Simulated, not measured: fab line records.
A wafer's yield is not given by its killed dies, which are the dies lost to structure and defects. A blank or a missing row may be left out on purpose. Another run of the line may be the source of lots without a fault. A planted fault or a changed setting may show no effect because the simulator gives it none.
Split-lot trial | flow n5 finfet | 7 lots, 21 wafers read, on a route of 1938 steps

## ABOUT THE SPLIT
At N5_PASSIVATION_EXPOSE_27 (exposes mask PAD, defocus 0 nm), the setting dose mj was moved away from the recipe's 32.3 on 6 of the 21 wafers read, by -6.7% to +6.7%. For the rest of the wafers, this setting stayed at what the recipe calls for.

## FROM THE SPLIT TO THE READING: what the file shows between them, 3 steps
- N5_PASSIVATION_PEB_28
- N5_PASSIVATION_DEVELOP_29: develop time 60 s
- N5_PASSIVATION_HARDBAKE_31: time 120 s

## THE READING
Shown in nm: cd nm at N5_PASSIVATION_CD_MEAS_30, with target cd 4000 nm. On this fab line, fault-free wafers typically give 4001.0 nm with a standard deviation of 1.8 nm.

wafer  | tool, chamber at the split | dose mj as run | against the recipe | cd nm, nm | against lot-mates on the recipe
L075.1 | krf scanner-01, 0          | 32.3           | recipe             | 3999.7    | -
L075.4 | krf scanner-01, 0          | 32.3           | recipe             | 4003.9    | -
L075.5 | krf scanner-01, 0          | 33.54          | +3.8%              | 4009.8    | +8.0
L078.1 | krf scanner-02, 0          | 32.3           | recipe             | 4000.5    | -
L078.2 | krf scanner-02, 0          | 32.3           | recipe             | 4002.0    | -
L078.4 | krf scanner-02, 0          | 32.3           | recipe             | 4001.7    | -
L084.2 | krf scanner-01, 0          | 31.31          | -3.1%              | 3996.4    | -7.0
L084.3 | krf scanner-01, 0          | 32.3           | recipe             | 4003.4    | -
L084.5 | krf scanner-01, 0          | 31.31          | -3.1%              | 3997.4    | -6.0
L085.2 | krf scanner-02, 0          | 32.3           | recipe             | 4000.1    | -
L085.4 | krf scanner-02, 0          | 32.3           | recipe             | 4001.1    | -
L085.6 | krf scanner-02, 0          | 33.97          | +5.2%              | 4006.5    | +5.9
L089.1 | krf scanner-02, 0          | 34.48          | +6.7%              | 4015.8    | +12.9
L089.4 | krf scanner-02, 0          | 32.3           | recipe             | 4003.7    | -
L089.5 | krf scanner-02, 0          | 32.3           | recipe             | 4002.1    | -
L096.1 | krf scanner-01, 0          | 30.15          | -6.7%              | 3991.8    | -10.6
L096.2 | krf scanner-01, 0          | 32.3           | recipe             | 4002.7    | -
L096.3 | krf scanner-01, 0          | 32.3           | recipe             | 4002.2    | -
L097.2 | krf scanner-01, 0          | 32.3           | recipe             | 3999.2    | -
L097.4 | krf scanner-01, 0          | 32.3           | recipe             | 4002.2    | -
L097.6 | krf scanner-01, 0          | 32.3           | recipe             | 4002.8    | -

FIT RESULTS
A straight line over all 21 wafers: cd nm changes by +1.64 nm for each +1% of dose mj; r = +0.94; the points scatter about the line by 1.7 nm.
The same after taking each lot's own level away (the mean of its wafers on the recipe; 21 wafers): +1.73 nm for each +1%; r = +0.96; scatter 1.4 nm.
Per that fit: largest dose mj move, reading shift of 12 nm.
From 4000.60 to 4003.40 nm: that is the span of the lots' own levels, equal to 1.6 times the standard deviation above.
The two slopes are in agreement: the lot-to-lot level therefore moves the slope only a little.
Check: with one of the wafers moved furthest among these (+6.7%) left out of the fit, the line predicts +10.9 nm for it against its lot-mates. It came out at +12.9 nm against them.

## OTHER SPLITS APPLIED TO THESE WAFERS
Before the reading, these wafers also passed through other splits. Each is held against what the fit with the lots' levels taken away leaves over:
other split on the same wafers | wafers away from the commonest value | r with cd nm (lot level and that fit taken away)
N5_BEOL_M15_PEB_26 peb time s  | 9                                    | +0.12

## FILE'S OWN FIT
cd nm changes by +1.7 nm for each +1% of dose mj, r = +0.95.
